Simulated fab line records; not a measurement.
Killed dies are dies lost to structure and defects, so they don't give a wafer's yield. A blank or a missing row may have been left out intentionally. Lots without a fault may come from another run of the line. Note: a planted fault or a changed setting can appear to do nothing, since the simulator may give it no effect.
A single fault, viewed from 2 desks    flow n5Finfet    each desk has only its own numbers; what lay behind them comes last

== TOOL OWNER'S DESK, cmp-02 ==
The tool's own readings at N5_SDB_CMP_30 (polishes, stops on poly-Si, t overpolish 1.54 s, target thk 30 nm): means of the sampled wafers that have a number, for each lot that ran on this tool. The brackets show how far a lot's mean lies from the usual mean; more than 4 standard deviations puts the lot out of limits, marked OUT.
Columns: A = motorCurrentA at N5_SDB_CMP_30, usual 11.6 A; B = overpolishRunS at N5_SDB_CMP_30, usual 1.540 s; C = timeToEndpointS at N5_SDB_CMP_30, usual 16.3 s
lot   first seen here  A     B      C
L445  day 4 13:46      12.6  1.550  15.6
L448  day 5 03:50      11.9  1.535  16.5
L463  day 9 02:14      11.0  1.531  27.4 (+4.8) OUT
L465  day 9 09:32      11.6  1.536  23.3
Finding of this desk: L463 out of limits; the first was L463 at day 9 02:14, on timeToEndpointS at N5_SDB_CMP_30. In limits: L445, L448, L465.

== AT THE METROLOGY DESK ==
What the gauges read, lot by lot, whatever tool the lot ran on: means of the sampled wafers that have a number. The brackets show how far a lot's mean lies from the usual mean; more than 4 standard deviations puts the lot out of limits, marked OUT. Shown here are 7 of its 11 readings, the ones lying furthest out on some lot.
Columns: A = cdNm at N5_SDB_CD_MEAS_11, usual 49.7 nm; B = DIBL_N at N5_BEOL_M4_RC_MEAS_101, usual 36.0 mV/V; C = DIBL_P at N5_BEOL_M4_RC_MEAS_101, usual 36.2 mV/V; D = IOFF_N at N5_BEOL_M4_RC_MEAS_101, usual 0.16 nA/um; E = ION_N at N5_BEOL_M4_RC_MEAS_101, usual 672 uA/um; F = ION_P at N5_BEOL_M4_RC_MEAS_101, usual 461 uA/um; G = SS_N at N5_BEOL_M4_RC_MEAS_101, usual 71.4 mV/dec
lot   first seen here  A     B     C     D     E    F    G
L443  day 3 17:58      50.0  35.0  35.5  0.15  677  458  71.1
L445  day 4 08:55      48.6  38.9  37.5  0.20  675  458  72.2
L447  day 4 20:51      47.9  34.4  35.0  0.13  666  461  70.6
L448  day 5 00:09      50.7  35.9  37.6  0.16  667  463  71.7
L450  day 5 10:26      48.9  35.7  36.0  0.16  681  465  71.0
L451  day 5 20:24      47.7  38.2  38.9  0.20  678  460  71.9
L463  day 8 22:25      49.0  37.3  37.1  0.18  687  461  71.8
L465  day 9 05:52      51.5  36.5  38.5  0.19  689  466  71.9
L466  day 9 11:50      50.5  36.6  36.4  0.16  679  468  71.3
This desk found nothing out of limits on any of the 9 lots.

== PUT TOGETHER ==
An alarm could have come from the tool owner's desk at day 9 02:14, on L463.
From the metrology desk's view, nothing was out of limits.
The metrology desk holds a record of L463, inside its limits.
Every lot named ran N5_SDB_CMP_30 on cmp-02.

== WHAT THE SIMULATOR HAD INSERTED ==
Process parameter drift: cmp-02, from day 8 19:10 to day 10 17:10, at N5_SDB_CMP_30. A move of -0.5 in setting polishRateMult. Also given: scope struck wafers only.
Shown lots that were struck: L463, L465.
Delay in hours, fault start to first out-of-limits reading, by desk: the tool owner's desk at 7.
